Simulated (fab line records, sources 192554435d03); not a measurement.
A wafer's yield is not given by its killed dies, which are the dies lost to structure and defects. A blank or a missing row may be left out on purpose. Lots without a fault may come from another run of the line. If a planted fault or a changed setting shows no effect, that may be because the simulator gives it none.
Lot-split experiment -- flow n5Finfet -- 7 lots, 39 wafers read, on a route of 1938 steps

== ON THE SPLIT ==
At N5_DUMMY_GATE_ETCH_31 (etches SiO2 in C4F6/O2, target depth 82.5 nm, time 27.5 s), the setting targetDepthA was moved away from the recipe's 825 angstrom on 15 of the 39 wafers read, by -12.9% to +8.8%. This setting was run at the recipe's value on the other wafers.

The split's own step is where the reading is taken.

== THE READING ==
SOC_of_DUMMY_GATE_COAT_34.thkNm (the simulator's own value, which no gauge read), in nm, at N5_DUMMY_GATE_ETCH_31 (etches SiO2 in C4F6/O2, target depth 82.5 nm, time 27.5 s). The file gives no usual value for it. Across the 24 wafers here that went through the recipe, the average is 51.9 nm and the standard deviation 0.18 nm.

wafer,"tool, chamber at the split","targetDepthA as run, angstrom",against the recipe,"SOC_of_DUMMY_GATE_COAT_34.thkNm, nm",against lot-mates on the recipe
L075.3,"rieDiel-06, 3",825,recipe,51.8,-
L075.4,"rieDiel-06, 2",825,recipe,51.8,-
L075.5,"rieDiel-06, 0",825,recipe,52,-
L076.1,"rieDiel-02, 3",718.5,-12.9%,52.8,+0.9
L076.2,"rieDiel-02, 0",718.5,-12.9%,53,+1.1
L076.3,"rieDiel-02, 1",718.5,-12.9%,52.8,+0.9
L076.4,"rieDiel-02, 2",825,recipe,52.2,-
L076.5,"rieDiel-02, 2",825,recipe,51.8,-
L076.6,"rieDiel-02, 3",825,recipe,51.8,-
L082.1,"rieDiel-06, 3",872.7,+5.8%,51.2,-0.8
L082.2,"rieDiel-06, 2",872.7,+5.8%,51.4,-0.6
L082.3,"rieDiel-06, 1",825,recipe,52.2,-
L082.4,"rieDiel-06, 0",825,recipe,52,-
L082.5,"rieDiel-06, 0",872.7,+5.8%,51.4,-0.6
L082.6,"rieDiel-06, 3",825,recipe,51.8,-
L083.1,"rieDiel-06, 1",825,recipe,51.8,-
L083.2,"rieDiel-06, 3",825,recipe,51.8,-
L083.3,"rieDiel-06, 0",825,recipe,51.8,-
L083.4,"rieDiel-06, 2",825,recipe,51.8,-
L083.5,"rieDiel-06, 0",825,recipe,51.8,-
L083.6,"rieDiel-06, 1",825,recipe,51.8,-
L084.1,"rieDiel-06, 0",880.4,+6.7%,51,-0.7
L084.2,"rieDiel-06, 1",880.4,+6.7%,51.2,-0.5
L084.3,"rieDiel-06, 3",825,recipe,51.8,-
L084.4,"rieDiel-06, 2",825,recipe,51.6,-
L084.5,"rieDiel-06, 1",825,recipe,51.6,-
L084.6,"rieDiel-06, 0",880.4,+6.7%,51.2,-0.5
L090.1,"rieDiel-02, 0",825,recipe,52,-
L090.2,"rieDiel-02, 3",897.6,+8.8%,51.4,-0.6
L090.3,"rieDiel-02, 2",825,recipe,52,-
L090.4,"rieDiel-02, 2",897.6,+8.8%,51.8,-0.2
L090.5,"rieDiel-02, 0",897.6,+8.8%,51.2,-0.8
L090.6,"rieDiel-02, 3",825,recipe,52,-
L094.1,"rieDiel-04, 3",825,recipe,52.2,-
L094.2,"rieDiel-04, 2",729.6,-11.6%,52.8,+0.6
L094.3,"rieDiel-04, 1",729.6,-11.6%,53,+0.8
L094.4,"rieDiel-04, 0",729.6,-11.6%,53.2,+1.0
L094.5,"rieDiel-04, 1",825,recipe,52.2,-
L094.6,"rieDiel-04, 0",825,recipe,52.2,-

FIT RESULTS
A straight line over all 39 wafers: SOC_of_DUMMY_GATE_COAT_34.thkNm changes by -0.082 nm for each +1% of targetDepthA; r = -0.92; the points scatter about the line by 0.21 nm.
The same after taking each lot's own level away (the mean of its wafers on the recipe; 39 wafers): -0.0734 nm for each +1%; r = -0.95; scatter 0.15 nm.
On that fit, the largest move of targetDepthA shifts the reading by 0.95 nm.
From 51.67 to 52.20 nm: that is the span of the lots' own levels, equal to 2.9 times the standard deviation above.
So the lot-to-lot level changes the slope: the two fits differ.
Check: for one of the wafers moved furthest among these (-12.9%), held out of the fit, the line's prediction against its lot-mates is +0.94 nm. Against them it came out at +0.867 nm.

== THE OTHER SPLITS THESE WAFERS WENT THROUGH ==
Before the reading, these wafers also passed through other splits. Each is held against what the fit with the lots' levels taken away leaves over:
other split on the same wafers,wafers away from the commonest value,r with SOC_of_DUMMY_GATE_COAT_34.thkNm (lot level and that fit taken away)
N5_FIN_SAQP_ALD_61 tempC,9,+0.12
N5_DUMMY_GATE_EXPOSE_12 doseMj,12,-0.03
N5_DUMMY_GATE_ETCH_37 sourceW,18,-0.06

== THE WHOLE CHAIN: every reading that the file lists as answering this split, in the file's order ==
step,what it does,reading,change (the file's fit),r (the file's)
N5_DUMMY_GATE_ETCH_31,"etches SiO2 in C4F6/O2, target depth 82.5 nm, time 27.5 s","etch.depthNm (the simulator's own value, which no gauge read)",+0.812 nm for each +1% of the setting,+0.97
N5_DUMMY_GATE_ETCH_31,"etches SiO2 in C4F6/O2, target depth 82.5 nm, time 27.5 s","SOC_of_DUMMY_GATE_COAT_34.thkNm (the simulator's own value, which no gauge read)",-0.0733 nm for each +1% of the setting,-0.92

== THE FILE'S OWN FIT ==
SOC_of_DUMMY_GATE_COAT_34.thkNm changes by -0.0733 nm for each +1% of targetDepthA, r = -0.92.
